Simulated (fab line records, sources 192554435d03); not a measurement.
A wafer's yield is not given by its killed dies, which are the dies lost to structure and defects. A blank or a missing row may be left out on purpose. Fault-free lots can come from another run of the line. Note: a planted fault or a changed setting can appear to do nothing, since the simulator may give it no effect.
Matching of chambers	flow n5Finfet	N5_GATE_CUT_SAC_CAP_01 on aldSin-03 has 4 sister chambers
The step material SiNx, target thk 24 nm, pulse time 1 s, ald cycles 480. 8 wafers are shown with their chamber, then 12 later ones without.

WAFERS PAIRED WITH THEIR CHAMBERS
wafer	chamber	heaterPowerW (W)	susceptorTempC (C)
L085.2	2	877	399.90
L085.3	0	1156	400.30
L087.1	1	668	399.54
L087.3	3	913	399.79
L087.5	3	910	399.96
L088.1	2	841	399.73
L088.4	0	1132	399.58
L088.5	1	663	400.07

WAFERS WITHOUT THEIR CHAMBER
wafer	heaterPowerW (W)	susceptorTempC (C)
L093.1	925	399.91
L093.3	1122	399.84
L093.4	1135	399.85
L095.2	662	399.90
L095.5	670	400.05
L095.6	856	399.64
L096.3	1123	400.03
L096.5	674	400.22
L096.6	1113	399.96
L097.2	1120	400.26
L097.3	653	399.82
L097.5	671	399.86

CHAMBER TAKEN BY EACH
wafer	from the rows above	in truth
L093.1	3	3
L093.3	0	0
L093.4	0	0
L095.2	1	1
L095.5	1	1
L095.6	2	2
L096.3	0	0
L096.5	1	1
L096.6	0	0
L097.2	0	0
L097.3	1	1
L097.5	1	1
Correctly placed: 12 of 12. Number that these rows cannot place: 0. Number placed wrongly: 0.
How it was worked out, from the rows above alone: a wafer's distance from a chamber is the root of the sum, over the readings, of the square of ((its reading less the chamber's mean) divided by the reading's scatter). If the next closest chamber is less than 2 further off than the closest, the wafer can't be placed; otherwise it belongs to the closest. The mean given for a chamber averages the wafers shown for that chamber. How the scatter is found: for the shown wafers, subtract from each reading the mean of its chamber, square and add these, divide the total by (wafers less chambers), then take the root.
